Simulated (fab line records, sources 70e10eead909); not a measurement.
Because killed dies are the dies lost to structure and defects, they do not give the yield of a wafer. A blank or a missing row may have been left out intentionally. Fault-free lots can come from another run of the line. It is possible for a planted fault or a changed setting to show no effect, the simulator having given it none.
Which of the tools did it? || flow nand_harc || Sampling: 12 lots, 35 wafers, 5 of 1159 route steps

## WHAT EACH GAUGE READ, for each wafer
NHARC_END_SORT_01.
{"lot": "L359", "measured": "day 25 20:01", "on": "prober-01", "defect_limited_yield (%)": "14.2 18.2", "killed_at_array": "580 552", "killed_at_other": "0 0", "killed_at_periphery": "1 2", "killed_dies": "581 554", "killed_open": "2 3", "killed_short": "0 1", "sort_bin_2_pct (%)": "38.0 37.8", "sort_bin_3_pct (%)": "9.45 8.42", "sort_bin_4_pct (%)": "38.4 35.6", "sort_n_pass": "96 123", "sort_rim_yield_pct (%)": "13.2 17.9", "sort_yield_pct (%)": "14.2 18.2"}
{"lot": "L362", "measured": "day 25 23:12", "on": "prober-02", "defect_limited_yield (%)": "16.4 15.8 95.1", "killed_at_array": "565 568 30", "killed_at_other": "1 1 3", "killed_at_periphery": "0 1 0", "killed_dies": "566 570 33", "killed_open": "0 3 3", "killed_short": "0 1 0", "sort_bin_2_pct (%)": "37.2 37.5 1.5", "sort_bin_3_pct (%)": "9.16 9.01 0.30", "sort_bin_4_pct (%)": "37.2 37.7 3.1", "sort_n_pass": "111 107 644", "sort_rim_yield_pct (%)": "19.8 19.8 97.2", "sort_yield_pct (%)": "16.4 15.8 95.1"}
{"lot": "L360", "measured": "day 26 03:54", "on": "prober-01", "defect_limited_yield (%)": "93.8 95.3 18.0", "killed_at_array": "33 27 552", "killed_at_other": "5 1 0", "killed_at_periphery": "4 4 3", "killed_dies": "42 32 555", "killed_open": "5 2 1", "killed_short": "4 0 2", "sort_bin_2_pct (%)": "1.9 2.2 38.3", "sort_bin_3_pct (%)": "0 0.30 8.57", "sort_bin_4_pct (%)": "4.3 2.2 35.2", "sort_n_pass": "635 645 122", "sort_rim_yield_pct (%)": "98.1 97.2 13.2", "sort_yield_pct (%)": "93.8 95.3 18.0"}

## WHICH TOOL RAN EACH LOT (tool, then ch and the chambers of the sampled wafers, then the start)
{"lot": "L348", "NHARC_A_BONDPAD_STRIP_15": "rie_diel-13 ch 1,2, day 19 12:54", "NHARC_A_BONDPAD_ETCH_24": "rie_diel-13 ch 0,1,2, day 19 13:49 or earlier", "NHARC_A_BONDPAD_ECD_18": "ecd_cu-01 ch 1, day 19 13:49", "NHARC_THIN_TSV_STRIP_45": "plasma_asher-02 ch 0,1, day 20 06:35"}
{"lot": "L349", "NHARC_A_BONDPAD_STRIP_15": "rie_diel-03 ch 0,1,3, day 19 15:00", "NHARC_A_BONDPAD_ETCH_24": "rie_diel-03 ch 1,2,3, day 19 15:59 or earlier", "NHARC_A_BONDPAD_ECD_18": "ecd_cu-02 ch 0,1, day 19 15:59", "NHARC_THIN_TSV_STRIP_45": "plasma_asher-02 ch 0,1, day 20 06:02"}
{"lot": "L356", "NHARC_A_BONDPAD_STRIP_15": "rie_diel-04 ch 0,3, day 22 21:08", "NHARC_A_BONDPAD_ETCH_24": "rie_diel-04 ch 1,2,3, day 22 22:13 or earlier", "NHARC_A_BONDPAD_ECD_18": "ecd_cu-01 ch 0,1, day 22 22:13", "NHARC_THIN_TSV_STRIP_45": "plasma_asher-01 ch 0,1, day 23 14:47"}
{"lot": "L355", "NHARC_A_BONDPAD_STRIP_15": "rie_diel-03 ch 0,1,3, day 22 21:26", "NHARC_A_BONDPAD_ETCH_24": "rie_diel-03 ch 0,1,3, day 22 22:23 or earlier", "NHARC_A_BONDPAD_ECD_18": "ecd_cu-01 ch 0,1, day 22 22:23", "NHARC_THIN_TSV_STRIP_45": "plasma_asher-01 ch 0,1, day 23 16:32"}
{"lot": "L357", "NHARC_A_BONDPAD_STRIP_15": "rie_diel-04 ch 1,2, day 22 21:49", "NHARC_A_BONDPAD_ETCH_24": "rie_diel-04 ch 1,2, day 22 22:52 or earlier", "NHARC_A_BONDPAD_ECD_18": "ecd_cu-01 ch 0,1, day 22 22:52", "NHARC_THIN_TSV_STRIP_45": "plasma_asher-01 ch 0, day 23 17:33"}
{"lot": "L353", "NHARC_A_BONDPAD_STRIP_15": "rie_diel-03 ch 0,1,2, day 23 06:40", "NHARC_A_BONDPAD_ETCH_24": "rie_diel-03 ch 0,2,3, day 23 07:35 or earlier", "NHARC_A_BONDPAD_ECD_18": "ecd_cu-01 ch 0,1, day 23 07:35", "NHARC_THIN_TSV_STRIP_45": "plasma_asher-02 ch 0,1, day 23 22:05"}
{"lot": "L354", "NHARC_A_BONDPAD_STRIP_15": "rie_diel-03 ch 0,2,3, day 24 04:19", "NHARC_A_BONDPAD_ETCH_24": "rie_diel-03 ch 0,1,3, day 24 05:17 or earlier", "NHARC_A_BONDPAD_ECD_18": "ecd_cu-02 ch 0,1, day 24 05:17", "NHARC_THIN_TSV_STRIP_45": "plasma_asher-01 ch 0,1, day 24 20:11"}
{"lot": "L359", "NHARC_A_BONDPAD_STRIP_15": "rie_diel-03 ch 0,3, day 24 11:07", "NHARC_A_BONDPAD_ETCH_24": "rie_diel-03 ch 1,3, day 24 12:22 or earlier", "NHARC_A_BONDPAD_ECD_18": "ecd_cu-01 ch 1, day 24 12:22", "NHARC_THIN_TSV_STRIP_45": "plasma_asher-01 ch 0, day 25 03:35"}
{"lot": "L362", "NHARC_A_BONDPAD_STRIP_15": "rie_diel-04 ch 1,2, day 24 16:51", "NHARC_A_BONDPAD_ETCH_24": "rie_diel-04 ch 0,1, day 24 17:54 or earlier", "NHARC_A_BONDPAD_ECD_18": "ecd_cu-01 ch 0,1, day 24 17:54", "NHARC_THIN_TSV_STRIP_45": "plasma_asher-02 ch 0,1, day 25 08:46"}
{"lot": "L360", "NHARC_A_BONDPAD_STRIP_15": "rie_diel-13 ch 0,3, day 24 20:18", "NHARC_A_BONDPAD_ETCH_24": "rie_diel-13 ch 0,1, day 24 21:26 or earlier", "NHARC_A_BONDPAD_ECD_18": "ecd_cu-01 ch 0,1, day 24 21:26", "NHARC_THIN_TSV_STRIP_45": "plasma_asher-02 ch 0,1, day 25 09:58"}
{"lot": "L364", "NHARC_A_BONDPAD_STRIP_15": "rie_diel-13 ch 0,1,3, day 24 20:52", "NHARC_A_BONDPAD_ETCH_24": "rie_diel-13 ch 0,1,2, day 24 21:53 or earlier", "NHARC_A_BONDPAD_ECD_18": "ecd_cu-02 ch 0,1, day 24 21:53", "NHARC_THIN_TSV_STRIP_45": "plasma_asher-02 ch 0,1, day 25 13:08"}
{"lot": "L369", "NHARC_A_BONDPAD_STRIP_15": "rie_diel-04 ch 0,3, day 25 07:34", "NHARC_A_BONDPAD_ETCH_24": "rie_diel-04 ch 0,1,3, day 25 08:40 or earlier", "NHARC_A_BONDPAD_ECD_18": "ecd_cu-02 ch 0,1, day 25 08:40", "NHARC_THIN_TSV_STRIP_45": "plasma_asher-02 ch 0,1, day 26 01:07"}
- NHARC_A_BONDPAD_STRIP_15: strips in O2.
- NHARC_A_BONDPAD_ETCH_24: etches the open film in CF4/N2, target depth 30 nm, time 72.99 s.
- NHARC_A_BONDPAD_ECD_18: material Cu, target thk 400 nm.
- NHARC_THIN_TSV_STRIP_45: strips in O2.

## AS READ BY THE TOOLS THEMSELVES (means over the sampled wafers that have a number; for cases with no such wafer, the mark the record gives instead)
NHARC_A_BONDPAD_STRIP_15.
{"lot": "L348", "tool": "rie_diel-13", "drypump_motor_current_A (A)": 5.6, "oes_product_au (a.u.)": 1.002, "rf_vpp_V (V)": 57.8, "showerhead_plenum_p_Torr (Torr)": 3.34, "throttle_valve_pct (%)": 17.033}
{"lot": "L349", "tool": "rie_diel-03", "drypump_motor_current_A (A)": 5.8, "oes_product_au (a.u.)": 0.998, "rf_vpp_V (V)": 58.1, "showerhead_plenum_p_Torr (Torr)": 3.47, "throttle_valve_pct (%)": 17.047}
{"lot": "L356", "tool": "rie_diel-04", "drypump_motor_current_A (A)": 5.2, "oes_product_au (a.u.)": 0.994, "rf_vpp_V (V)": 57.2, "showerhead_plenum_p_Torr (Torr)": 3.45, "throttle_valve_pct (%)": 17.037}
{"lot": "L355", "tool": "rie_diel-03", "drypump_motor_current_A (A)": 5.7, "oes_product_au (a.u.)": 1.009, "rf_vpp_V (V)": 58.1, "showerhead_plenum_p_Torr (Torr)": 3.47, "throttle_valve_pct (%)": 17.040}
{"lot": "L357", "tool": "rie_diel-04", "drypump_motor_current_A (A)": 5.8, "oes_product_au (a.u.)": 0.995, "rf_vpp_V (V)": 57.3, "showerhead_plenum_p_Torr (Torr)": 3.48, "throttle_valve_pct (%)": 17.041}
{"lot": "L353", "tool": "rie_diel-03", "drypump_motor_current_A (A)": 5.7, "oes_product_au (a.u.)": 0.993, "rf_vpp_V (V)": 57.0, "showerhead_plenum_p_Torr (Torr)": 3.50, "throttle_valve_pct (%)": 17.042}
{"lot": "L354", "tool": "rie_diel-03", "drypump_motor_current_A (A)": 5.6, "oes_product_au (a.u.)": 1.005, "rf_vpp_V (V)": 57.1, "showerhead_plenum_p_Torr (Torr)": 3.45, "throttle_valve_pct (%)": 17.034}
{"lot": "L359", "tool": "rie_diel-03", "drypump_motor_current_A (A)": 5.8, "oes_product_au (a.u.)": 0.998, "rf_vpp_V (V)": 57.6, "showerhead_plenum_p_Torr (Torr)": 3.42, "throttle_valve_pct (%)": 17.032}
{"lot": "L362", "tool": "rie_diel-04", "drypump_motor_current_A (A)": 5.7, "oes_product_au (a.u.)": 0.992, "rf_vpp_V (V)": 57.4, "showerhead_plenum_p_Torr (Torr)": 3.47, "throttle_valve_pct (%)": 17.040}
{"lot": "L360", "tool": "rie_diel-13", "drypump_motor_current_A (A)": 6.2, "oes_product_au (a.u.)": 0.999, "rf_vpp_V (V)": 57.7, "showerhead_plenum_p_Torr (Torr)": 3.68, "throttle_valve_pct (%)": 17.038}
{"lot": "L364", "tool": "rie_diel-13", "drypump_motor_current_A (A)": 5.8, "oes_product_au (a.u.)": 1.000, "rf_vpp_V (V)": 57.7, "showerhead_plenum_p_Torr (Torr)": 3.56, "throttle_valve_pct (%)": 17.035}
{"lot": "L369", "tool": "rie_diel-04", "drypump_motor_current_A (A)": 5.4, "oes_product_au (a.u.)": 0.991, "rf_vpp_V (V)": 57.0, "showerhead_plenum_p_Torr (Torr)": 3.37, "throttle_valve_pct (%)": 17.034}

NHARC_A_BONDPAD_ETCH_24.
{"lot": "L348", "tool": "rie_diel-13", "drypump_motor_current_A (A)": 5.5, "oes_product_au (a.u.)": 1.001, "rf_vpp_V (V)": 313.2, "showerhead_plenum_p_Torr (Torr)": 2.55, "throttle_valve_pct (%)": 19.796}
{"lot": "L349", "tool": "rie_diel-03", "drypump_motor_current_A (A)": 5.5, "oes_product_au (a.u.)": 0.994, "rf_vpp_V (V)": 314.5, "showerhead_plenum_p_Torr (Torr)": 2.61, "throttle_valve_pct (%)": 19.799}
{"lot": "L356", "tool": "rie_diel-04", "drypump_motor_current_A (A)": 5.5, "oes_product_au (a.u.)": 1.006, "rf_vpp_V (V)": 313.5, "showerhead_plenum_p_Torr (Torr)": 2.60, "throttle_valve_pct (%)": 19.799}
{"lot": "L355", "tool": "rie_diel-03", "drypump_motor_current_A (A)": 5.7, "oes_product_au (a.u.)": 1.003, "rf_vpp_V (V)": 313.1, "showerhead_plenum_p_Torr (Torr)": 2.58, "throttle_valve_pct (%)": 19.796}
{"lot": "L357", "tool": "rie_diel-04", "drypump_motor_current_A (A)": 5.7, "oes_product_au (a.u.)": 0.998, "rf_vpp_V (V)": 313.9, "showerhead_plenum_p_Torr (Torr)": 2.59, "throttle_valve_pct (%)": 19.799}
{"lot": "L353", "tool": "rie_diel-03", "drypump_motor_current_A (A)": 5.6, "oes_product_au (a.u.)": 0.994, "rf_vpp_V (V)": 313.0, "showerhead_plenum_p_Torr (Torr)": 2.57, "throttle_valve_pct (%)": 19.802}
{"lot": "L354", "tool": "rie_diel-03", "drypump_motor_current_A (A)": 5.7, "oes_product_au (a.u.)": 1.003, "rf_vpp_V (V)": 313.4, "showerhead_plenum_p_Torr (Torr)": 2.58, "throttle_valve_pct (%)": 19.793}
{"lot": "L359", "tool": "rie_diel-03", "drypump_motor_current_A (A)": 5.6, "oes_product_au (a.u.)": 0.999, "rf_vpp_V (V)": 314.0, "showerhead_plenum_p_Torr (Torr)": 2.60, "throttle_valve_pct (%)": 19.800}
{"lot": "L362", "tool": "rie_diel-04", "drypump_motor_current_A (A)": 5.7, "oes_product_au (a.u.)": 0.997, "rf_vpp_V (V)": 312.0, "showerhead_plenum_p_Torr (Torr)": 2.50, "throttle_valve_pct (%)": 19.796}
{"lot": "L360", "tool": "rie_diel-13", "drypump_motor_current_A (A)": 5.4, "oes_product_au (a.u.)": 0.996, "rf_vpp_V (V)": 313.7, "showerhead_plenum_p_Torr (Torr)": 2.60, "throttle_valve_pct (%)": 19.798}
{"lot": "L364", "tool": "rie_diel-13", "drypump_motor_current_A (A)": 5.5, "oes_product_au (a.u.)": 0.997, "rf_vpp_V (V)": 312.8, "showerhead_plenum_p_Torr (Torr)": 2.53, "throttle_valve_pct (%)": 19.797}
{"lot": "L369", "tool": "rie_diel-04", "drypump_motor_current_A (A)": 5.5, "oes_product_au (a.u.)": 0.983, "rf_vpp_V (V)": 313.3, "showerhead_plenum_p_Torr (Torr)": 2.55, "throttle_valve_pct (%)": 19.790}

NHARC_THIN_TSV_STRIP_45.
{"lot": "L348", "tool": "plasma_asher-02", "drypump_motor_current_A (A)": 6.1, "heater_power_w (W)": 351}
{"lot": "L349", "tool": "plasma_asher-02", "drypump_motor_current_A (A)": 6.1, "heater_power_w (W)": 355}
{"lot": "L356", "tool": "plasma_asher-01", "drypump_motor_current_A (A)": 5.6, "heater_power_w (W)": 337}
{"lot": "L355", "tool": "plasma_asher-01", "drypump_motor_current_A (A)": 5.7, "heater_power_w (W)": 330}
{"lot": "L357", "tool": "plasma_asher-01", "drypump_motor_current_A (A)": 5.7, "heater_power_w (W)": 319}
{"lot": "L353", "tool": "plasma_asher-02", "drypump_motor_current_A (A)": 6.1, "heater_power_w (W)": 366}
{"lot": "L354", "tool": "plasma_asher-01", "drypump_motor_current_A (A)": 5.7, "heater_power_w (W)": 323}
{"lot": "L359", "tool": "plasma_asher-01", "drypump_motor_current_A (A)": 5.7, "heater_power_w (W)": 321}
{"lot": "L362", "tool": "plasma_asher-02", "drypump_motor_current_A (A)": 5.6, "heater_power_w (W)": 368}
{"lot": "L360", "tool": "plasma_asher-02", "drypump_motor_current_A (A)": 6.1, "heater_power_w (W)": 364}
{"lot": "L364", "tool": "plasma_asher-02", "drypump_motor_current_A (A)": 6.1, "heater_power_w (W)": 368}
{"lot": "L369", "tool": "plasma_asher-02", "drypump_motor_current_A (A)": 5.6, "heater_power_w (W)": 366}

## THE ANSWER, worked out from the rows above alone
Rule: the usual values come from the lots themselves. Put in order of their means at a reading, lots are off if they are a third of the lots or fewer, leave a main group of 4 or more, and stand apart from it by a gap of 3 or more times the standard deviation of the main group's means; of several such gaps the widest counts. Not used: any main group whose means are identical at the precision the tables above print for the reading. A lot without any number at a reading at which 4 lots or more have one is off too. All remaining lots with rows at the step are treated as sound. Order of review: gauges by route order, followed by the tools' own readings, for which a lot's mean as printed above is used. At the first step where some lot is off, the reading lying furthest off is the one used; lots without a number count as furthest.
No lot is off on any of the readings shown, so nothing can be concluded from this.

## WHAT WAS PUT IN BY THE SIMULATOR
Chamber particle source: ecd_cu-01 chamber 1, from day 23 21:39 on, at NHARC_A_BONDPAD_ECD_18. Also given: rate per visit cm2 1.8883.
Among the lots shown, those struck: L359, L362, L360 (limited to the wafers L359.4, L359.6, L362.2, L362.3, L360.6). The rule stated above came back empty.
